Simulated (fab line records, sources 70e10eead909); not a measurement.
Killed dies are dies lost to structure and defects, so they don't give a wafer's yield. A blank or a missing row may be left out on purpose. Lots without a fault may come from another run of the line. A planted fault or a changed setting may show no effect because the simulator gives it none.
A struck lot beside a sound one | flow nand_harc | 22 steps out of a route of 1159
Sound: wafers L732.1, L732.2, L732.3. Struck: wafer L736.2. (L736.5, L736.6 of the same lot were not struck and are left out.) The cause comes at the end.
At each step with rows: each side's tool, then ch and its chambers, then its first start. Under that, the readings that differ: sound wafers | struck wafers | difference of the means | sigmas: that difference in standard deviations of wafers without a fault.
alike: readings whose means differ by less than 2 such deviations, and words and numbers that are the same on both sides. not compared: withheld readings, readings that some wafer has no value for, bounds like >300 that may hide the same value, and numbers for which the record gives no deviation and whose values overlap.
The two part at a step that has a row with sigmas, a row that says differs or no value, or rows on one side only. Numbers that don't overlap but have no deviation are shown without sigmas and don't part them. A reading that every wafer of one side lacks parts them only if that side has two wafers or more.

NHARC_P_CONTACT_CMP_24: polishes, t overpolish 30 s, target thk 200 nm.
  sound on cmp-01 ch 1,2,3, day 6 02:28; struck on cmp-01 ch 0, day 7 04:16
  alike: motor_current_A, overpolish_run_s, time_to_endpoint_s
then, 1 step without rows for these wafers: NHARC_P_CONTACT_SRD_26.
NHARC_P_CONTACT_INSPECT_27:
  sound on defect_inspect-02, day 6 02:52; struck on defect_inspect-02, day 7 04:38
  alike: raw_defect_count
then, 8 steps without rows for these wafers: NHARC_P_M0_DEP_00 (deposits SiOC, target thk 150 nm); NHARC_P_M0_DEHYDRATE_01 (time 120 s); NHARC_P_M0_HMDS_02 (time 30 s); NHARC_P_M0_COAT_33 (time 65 s); NHARC_P_M0_COAT_03 (resist thk 90 nm); NHARC_P_M0_SOFTBAKE_04 (time 55 s); NHARC_P_M0_EBR_05; NHARC_P_M0_EXPOSE_06 (exposes mask P M0, target cd 90 nm).
NHARC_P_M0_PEB_07: peb time 65 s.
  sound on litho_track-04 ch 0, day 6 03:47; struck on litho_track-06 ch 0, day 7 05:20
  reading                  | sound             | struck | difference | sigmas
  heater_power_total_W (W) | 157.0 157.2 156.1 | 171.4  | +14.6      | +33
  alike: chill_plate_temp_C, resist_line_temp_C
then, 1 step without rows for these wafers: NHARC_P_M0_DEVELOP_08 (develop time 35 s).
NHARC_P_M0_CD_MEAS_09: target cd 90 nm.
  sound on cd_sem-01 ch 0, day 6 03:52; struck on cd_sem-02 ch 0, day 7 05:25
  reading    | sound          | struck | difference | sigmas
  cd_nm (nm) | 89.7 90.5 90.1 | 83.4   | -6.7       | -13
NHARC_P_M0_OVL_MEAS_10: pitch 180 nm.
  sound on overlay-02, day 6 03:57; struck on overlay-01, day 7 05:31
  alike: overlay_x_nm, overlay_y_nm
NHARC_P_M0_INSPECT_11:
  sound on defect_inspect-01, day 6 03:59; struck on defect_inspect-02, day 7 05:33
  alike: raw_defect_count
NHARC_P_M0_DESCUM_14: chemistry O2, time 3 s.
  sound on rie_diel-08 ch 1,2,3, day 6 04:03; struck on rie_diel-04 ch 0, day 7 05:37
  reading                | sound             | struck | difference | sigmas
  rf_hours_counter_h (h) | 10 11 11          | 3      | -8         |
  model.P_M0.cd_nm (nm)  | 89.76 90.77 90.07 | 84.01  | -6.19      |
  alike: drypump_motor_current_A, oes_product_au, rf_vpp_V, showerhead_plenum_p_Torr, throttle_valve_pct
NHARC_P_M0_ETCH_34: etches the open film in N2/H2, target depth 40 nm, overetch 12 nm, time 43.94 s.
  sound on rie_diel-08 ch 0,2,3, day 6 04:08; struck on rie_diel-04 ch 1, day 7 05:42
  reading                | sound    | struck | difference | sigmas
  rf_hours_counter_h (h) | 11 10 10 | 2      | -8         |
  alike: drypump_motor_current_A, oes_product_au, rf_vpp_V, showerhead_plenum_p_Torr, throttle_valve_pct
NHARC_P_M0_ETCH_15: etches the open film in C4F8/Ar, target depth 150 nm, overetch 15 nm, time 82.5 s.
  sound on rie_diel-08 ch 0,1,3; struck on rie_diel-04 ch 1
  reading                | sound             | struck | difference | sigmas
  rf_hours_counter_h (h) | 11 10 10          | 2      | -8         |
  model.P_M0.cd_nm (nm)  | 90.08 91.22 89.83 | 84.13  | -6.25      |
  alike: oes_product_au, rf_vpp_V
NHARC_P_M0_CD_MEAS_16:
  sound on cd_sem-01, day 6 04:21; struck on cd_sem-01, day 7 05:55
  reading    | sound          | struck | difference | sigmas
  cd_nm (nm) | 90.3 91.4 90.0 | 84.3   | -6.3       | -10
NHARC_P_M0_STRIP_18: strips in N2/H2.
  sound on rie_diel-04 ch 0,1,3, day 6 04:25; struck on rie_diel-08 ch 0, day 7 06:04
  alike: drypump_motor_current_A, oes_product_au, rf_vpp_V, showerhead_plenum_p_Torr, throttle_valve_pct
  not compared: rf_hours_counter_h
-- the record jumps here: 13 days lie between the struck wafers' starts before and after (it left off in module P_M0 and takes up again in module END, whose first step shown is number 1159 of the route) --
NHARC_END_SORT_01:
  the record has rows for the struck wafers here (prober-01 ch 0, day 20 17:30) and none for the sound ones

WHERE THEY PART
First at NHARC_P_M0_PEB_07; last, within this record, at NHARC_END_SORT_01.

WHY: what the simulator had put in
Process parameter drift: litho_track-06, from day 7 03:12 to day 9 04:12, at NHARC_P_M0_PEB_07. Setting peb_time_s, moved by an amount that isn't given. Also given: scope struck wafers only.
